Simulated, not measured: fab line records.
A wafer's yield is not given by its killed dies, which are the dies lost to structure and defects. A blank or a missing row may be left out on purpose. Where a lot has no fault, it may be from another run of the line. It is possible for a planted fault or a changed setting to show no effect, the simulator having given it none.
Split-lot experiment -- flow n5_finfet -- route with 1938 steps; 7 lots, 39 wafers read

## THE SPLIT ITSELF
At N5_DUMMY_GATE_ETCH_32 (etches SiO2 in CF4, target depth 3.5 nm, time 3.9 s), the setting time_s was moved away from the recipe's 3.9 s on 15 of the 39 wafers read, by -12.6% to +22.9%. For the rest of the wafers, this setting stayed at what the recipe calls for.

Reading taken at the split's own step.

## THE READING
etch.depth_nm (the simulator's own value, which no gauge read), in nm, at N5_DUMMY_GATE_ETCH_32 (etches SiO2 in CF4, target depth 3.5 nm, time 3.9 s). No usual value for it is given in the file. Across the 24 wafers here that went through the recipe, the average is 3.440 nm and the standard deviation 0.072 nm.

wafer,"tool, chamber at the split","time_s as run, s",against the recipe,"etch.depth_nm, nm",against lot-mates on the recipe
L084.1,"rie_si-04, 0",3.9,recipe,3.551,-
L084.2,"rie_si-04, 1",4.54,+16.4%,3.939,+0.472
L084.3,"rie_si-04, 3",3.9,recipe,3.44,-
L084.4,"rie_si-04, 2",4.54,+16.4%,4.049,+0.582
L084.5,"rie_si-04, 3",3.9,recipe,3.409,-
L084.6,"rie_si-04, 0",4.54,+16.4%,4.123,+0.656
L087.1,"rie_si-01, 3",3.408,-12.6%,2.828,-0.546
L087.2,"rie_si-01, 0",3.9,recipe,3.358,-
L087.3,"rie_si-01, 1",3.9,recipe,3.42,-
L087.4,"rie_si-01, 2",3.408,-12.6%,3.028,-0.346
L087.5,"rie_si-01, 0",3.9,recipe,3.343,-
L087.6,"rie_si-01, 1",3.408,-12.6%,2.966,-0.408
L088.1,"rie_si-06, 1",4.469,+14.6%,4.002,+0.569
L088.2,"rie_si-06, 3",4.469,+14.6%,4.331,+0.898
L088.3,"rie_si-06, 0",4.469,+14.6%,3.833,+0.400
L088.4,"rie_si-06, 2",3.9,recipe,3.377,-
L088.5,"rie_si-06, 1",3.9,recipe,3.518,-
L088.6,"rie_si-06, 2",3.9,recipe,3.404,-
L091.1,"rie_si-01, 3",4.792,+22.9%,4.075,+0.595
L091.2,"rie_si-01, 1",3.9,recipe,3.482,-
L091.3,"rie_si-01, 0",4.792,+22.9%,4.188,+0.708
L091.4,"rie_si-01, 2",4.792,+22.9%,4.302,+0.822
L091.5,"rie_si-01, 1",3.9,recipe,3.481,-
L091.6,"rie_si-01, 2",3.9,recipe,3.477,-
L093.1,"rie_si-04, 1",3.9,recipe,3.358,-
L093.2,"rie_si-04, 2",3.9,recipe,3.511,-
L093.3,"rie_si-04, 0",3.9,recipe,3.531,-
L093.4,"rie_si-04, 3",3.9,recipe,3.438,-
L093.5,"rie_si-04, 2",3.9,recipe,3.534,-
L093.6,"rie_si-04, 3",3.9,recipe,3.458,-
L094.1,"rie_si-01, 0",4.336,+11.2%,3.87,+0.472
L094.2,"rie_si-01, 2",4.336,+11.2%,3.973,+0.575
L094.3,"rie_si-01, 1",4.336,+11.2%,3.889,+0.491
L094.4,"rie_si-01, 3",3.9,recipe,3.34,-
L094.5,"rie_si-01, 2",3.9,recipe,3.544,-
L094.6,"rie_si-01, 3",3.9,recipe,3.31,-
L095.2,"rie_si-06, 0",3.9,recipe,3.383,-
L095.5,"rie_si-06, 1",3.9,recipe,3.503,-
L095.6,"rie_si-06, 2",3.9,recipe,3.387,-

THE FIT
A straight line over all 39 wafers: etch.depth_nm changes by +0.0368 nm for each +1% of time_s; r = +0.96; the points scatter about the line by 0.1 nm.
The same after taking each lot's own level away (the mean of its wafers on the recipe; 39 wafers): +0.0351 nm for each +1%; r = +0.95; scatter 0.1 nm.
According to that fit, moving time_s by its largest amount changes the reading by 0.8 nm.
Across the lots, their own levels run from 3.3737 to 3.4800 nm, a range of 1.5 times the standard deviation given above.
The two slopes are in agreement: the lot-to-lot level therefore moves the slope only a little.
Check: +0.848 nm against its lot-mates is what the line predicts for one of the wafers moved furthest among these (+22.9%) when that wafer is left out of the fit. Against them it came out at +0.595 nm.

## ADDITIONAL SPLITS CARRIED BY THESE WAFERS
These wafers also went through other splits before the reading. Each is held against what the fit with the lots' levels taken away leaves over:
other split on the same wafers,wafers away from the commonest value,r with etch.depth_nm (lot level and that fit taken away)
N5_DUMMY_GATE_CVD_03 temp_c,30,+0.08
N5_DUMMY_GATE_ETCH_37 source_w,15,-0.01

## FILE'S OWN FIT
etch.depth_nm changes by +0.0355 nm for each +1% of time_s, r = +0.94.
